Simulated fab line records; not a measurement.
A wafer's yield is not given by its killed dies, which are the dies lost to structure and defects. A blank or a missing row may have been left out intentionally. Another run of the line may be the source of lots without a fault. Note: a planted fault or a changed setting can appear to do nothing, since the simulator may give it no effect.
What tool caused it? -- flow n5-finfet -- 11 lots, 30 wafers sampled, at 6 steps of a route of 1938

WHAT THE GAUGES SHOWED, per wafer
N5_BEOL_M0_RS_MEAS_126: measures by four-point-probe.
lot,measured,on,M0_RS (ohm/sq)
L592,day 6 04:34,film-metro-02,0.512 0.494 0.510
L593,day 6 13:52,film-metro-02,0.537 0.527 0.542
L595,day 6 19:26,film-metro-01,0.561 0.539 0.567
L596,day 7 05:18,film-metro-01,0.535 0.529 0.507
L600,day 8 07:50,film-metro-02,0.564 0.544
L603,day 9 00:58,film-metro-02,0.555 0.527
L608,day 9 23:13,film-metro-01,0.506 0.530
L609,day 10 07:00,film-metro-01,0.563 0.558 0.540
L611,day 10 19:12,film-metro-01,0.558 0.529 0.548
L612,day 11 00:06,film-metro-02,0.546 0.545 0.544
L615,day 11 15:19,film-metro-01,0.534 0.541 0.525

N5_BEOL_M1_THK_MEAS_01.
lot,measured,on,M1_ILD_THK (nm)
L592,day 6 04:42,film-metro-02,78.8 78.4 79.3
L593,day 6 13:59,film-metro-01,77.9 79.2 79.2
L595,day 6 19:34,film-metro-02,77.7 78.5 77.4
L596,day 7 05:26,film-metro-02,78.4 78.1 79.8
L600,day 8 07:58,film-metro-01,76.8 111.6
L603,day 9 01:06,film-metro-02,111.8 78.9
L608,day 9 23:20,film-metro-01,77.7 79.8
L609,day 10 07:09,film-metro-02,77.7 78.8 79.2
L611,day 10 19:20,film-metro-01,78.4 79.2 79.6
L612,day 11 00:14,film-metro-02,78.4 77.7 79.0
L615,day 11 15:26,film-metro-01,78.5 79.4 80.3

N5_BEOL_M4_RC_MEAS_101.
lot,measured,on,DIBL_N (mV/V),DIBL_P (mV/V),IOFF_N (nA/um),IOFF_P (nA/um),ION_N (uA/um),ION_P (uA/um),SS_N (mV/dec),SS_P (mV/dec),VT_N (mV),VT_P (mV)
L592,day 7 14:54,prober-01,37.0 35.4 37.2,37.6 34.6 38.3,0.149 0.118 0.144,0.21 0.17 0.22,664 654 664,462 457 461,71.6 71.8 71.6,73.3 72.9 73.2,249 255 252,-251 -254 -251
L593,day 8 06:20,prober-01,36.9 36.2 36.3,35.9 35.2 34.8,0.156 0.148 0.152,0.20 0.19 0.18,667 675 658,456 457 453,71.5 71.4 71.5,72.8 73.0 72.6,250 251 253,-250 -252 -252
L595,day 8 09:32,prober-01,37.8 35.9 36.7,37.3 34.2 36.4,0.161 0.137 0.148,0.24 0.19 0.22,666 672 654,464 462 454,71.8 72.3 71.5,73.8 72.5 73.3,249 250 253,-246 -249 -247
L596,day 9 00:53,prober-02,34.6 36.3 35.7,34.7 36.2 35.8,0.141 0.157 0.162,0.19 0.21 0.21,683 676 677,467 466 469,70.9 72.1 71.3,72.6 73.3 72.5,250 249 249,-252 -250 -249
L600,day 10 03:05,prober-02,37.8,38.2,0.171,0.24,679,470,72.0,74.1,250,-249
L603,day 10 11:20,prober-01,36.3,36.1,0.173,0.26,686,468,70.9,73.7,246,-244
L608,day 12 02:38,prober-01,32.5 35.7,32.2 35.1,0.111 0.150,0.17 0.21,667 663,464 458,70.8 71.1,72.5 73.2,253 249,-254 -248
L609,day 12 05:31,prober-01,35.6 36.9 36.6,37.1 37.5 37.7,0.150 0.166 0.169,0.19 0.19 0.20,663 676 675,457 460 457,71.3 72.4 72.3,73.5 73.6 73.7,253 248 251,-254 -254 -254
L611,day 12 12:51,prober-01,36.9 36.9 36.4,39.4 39.2 38.2,0.195 0.187 0.174,0.25 0.23 0.22,675 673 671,465 463 462,71.8 72.0 72.4,74.3 74.5 74.7,247 249 250,-247 -252 -248
L612,day 12 17:18,prober-01,37.1 36.9 38.5,36.9 37.2 39.3,0.177 0.184 0.213,0.26 0.28 0.31,686 691 702,476 481 479,72.1 71.4 72.2,73.8 73.1 73.5,245 248 244,-245 -241 -241
L615,day 14 09:27,prober-01,36.2 36.6 34.8,36.8 36.4 36.0,0.181 0.180 0.168,0.23 0.23 0.23,684 680 686,469 468 473,71.1 70.9 71.5,73.3 72.5 73.6,247 246 244,-247 -248 -247

TOOL THAT RAN EACH LOT (tool first, then ch and the chambers of the sampled wafers, then the start)
lot,N5_BEOL_M0_ANNEAL_117,N5_BEOL_M0_ANNEAL_133,N5_BEOL_M1_ILD_DEP_00
L592,"pvd-sputter-02, day 6 03:04","pvd-sputter-02, day 6 03:11","pecvd-03 ch 0,1,2, day 6 04:39"
L593,"pvd-sputter-01, day 6 12:23","pvd-sputter-01, day 6 12:31","pecvd-01 ch 0,1,2, day 6 13:56"
L595,"pvd-sputter-03, day 6 18:06","pvd-sputter-03, day 6 18:13","pecvd-03 ch 0,1, day 6 19:30"
L596,"pvd-sputter-02, day 7 03:56","pvd-sputter-02, day 7 04:04","pecvd-03 ch 0,1,2, day 7 05:22"
L600,"pvd-sputter-03, day 8 06:30","pvd-sputter-03, day 8 06:37","pecvd-03 ch 0,2, day 8 07:54"
L603,"pvd-sputter-02, day 8 23:24","pvd-sputter-02, day 8 23:31","pecvd-03 ch 1,2, day 9 01:02"
L608,"pvd-sputter-02, day 9 21:53","pvd-sputter-02, day 9 22:00","pecvd-01 ch 1, day 9 23:16"
L609,"pvd-sputter-01, day 10 05:39","pvd-sputter-01, day 10 05:46","pecvd-01 ch 0, day 10 07:04"
L611,"pvd-sputter-01, day 10 17:53","pvd-sputter-01, day 10 18:00","pecvd-02 ch 0,2, day 10 19:16"
L612,"pvd-sputter-01, day 10 22:47","pvd-sputter-01, day 10 22:54","pecvd-02 ch 0,1,2, day 11 00:10"
L615,"pvd-sputter-02, day 11 13:58","pvd-sputter-02, day 11 14:05","pecvd-01 ch 0,2, day 11 15:23"
- N5_BEOL_M0_ANNEAL_117: time 60 s.
- N5_BEOL_M0_ANNEAL_133: time 60 s.
- N5_BEOL_M1_ILD_DEP_00: deposits SiOC from DEMS/O2, target thk 79 nm, time 15.3 s.

AS READ BY THE TOOLS THEMSELVES (means over the sampled wafers that have a number; for cases with no such wafer, the mark the record gives instead)
N5_BEOL_M0_ANNEAL_117.
lot,tool,heater-power-w (W)
L592,pvd-sputter-02,834
L593,pvd-sputter-01,810
L595,pvd-sputter-03,753
L596,pvd-sputter-02,841
L600,pvd-sputter-03,843
L603,pvd-sputter-02,823
L608,pvd-sputter-02,838
L609,pvd-sputter-01,839
L611,pvd-sputter-01,826
L612,pvd-sputter-01,864
L615,pvd-sputter-02,813

N5_BEOL_M0_ANNEAL_133.
lot,tool,heater-power-w (W)
L592,pvd-sputter-02,833
L593,pvd-sputter-01,801
L595,pvd-sputter-03,774
L596,pvd-sputter-02,834
L600,pvd-sputter-03,847
L603,pvd-sputter-02,825
L608,pvd-sputter-02,850
L609,pvd-sputter-01,830
L611,pvd-sputter-01,834
L612,pvd-sputter-01,867
L615,pvd-sputter-02,808

N5_BEOL_M1_ILD_DEP_00.
lot,tool,heater-power-w (W),showerhead-plenum-p-Torr (Torr),showerhead-vpp-V (V),throttle-valve-pct (%)
L592,pecvd-03,446,5.696,1377,12.0
L593,pecvd-01,443,5.720,1361,12.4
L595,pecvd-03,383,5.711,1371,11.9
L596,pecvd-03,449,5.691,1391,12.0
L600,pecvd-03,464,5.697,1385,12.5
L603,pecvd-03,479,5.691,1369,11.2
L608,pecvd-01,402,5.696,1284,12.1
L609,pecvd-01,464,5.733,1403,13.7
L611,pecvd-02,517,5.689,1453,11.8
L612,pecvd-02,531,5.690,1426,11.9
L615,pecvd-01,433,5.704,1420,12.8

THE ANSWER, worked out from the rows above alone
Rule: the usual values come from the lots themselves. The widest of any qualifying gaps counts: lots, ordered by their means at a reading, are off when they make up no more than a third of the lots, leave a main group of 4 or more, and stand apart from it by 3 or more times the standard deviation of that group's means. A main group whose means are all the same, to the digits that the tables above print for the reading, isn't used. A lot without any number at a reading at which 4 lots or more have one is off too. Where the step has rows for the other lots, those lots are counted as sound. First the gauges in route order, then the tools' own readings, where a lot's mean is used as printed above. At the first step where some lot is off, the reading lying furthest off is the one used; lots without a number count as furthest.
Off: L600, L603, at N5_BEOL_M1_THK_MEAS_01 (M1_ILD_THK). For the main group the mean is 78.7 nm and the standard deviation 0.4.
A tool fits if, at a process step before that reading, it ran every lot that is off, and no sound lot after the first of them. Those tools and the gauges at N5_BEOL_M1_THK_MEAS_01 are tried in the same way. One fits: pecvd-03 at N5_BEOL_M1_ILD_DEP_00. Its last sound lot is L596 (day 7 05:22), its first lot that is off L600 (day 8 07:54): a fault that began between those two fits.

WHAT THE SIMULATOR PUT IN
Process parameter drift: pecvd-03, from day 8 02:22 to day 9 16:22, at N5_BEOL_M1_ILD_DEP_00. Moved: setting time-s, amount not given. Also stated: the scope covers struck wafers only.
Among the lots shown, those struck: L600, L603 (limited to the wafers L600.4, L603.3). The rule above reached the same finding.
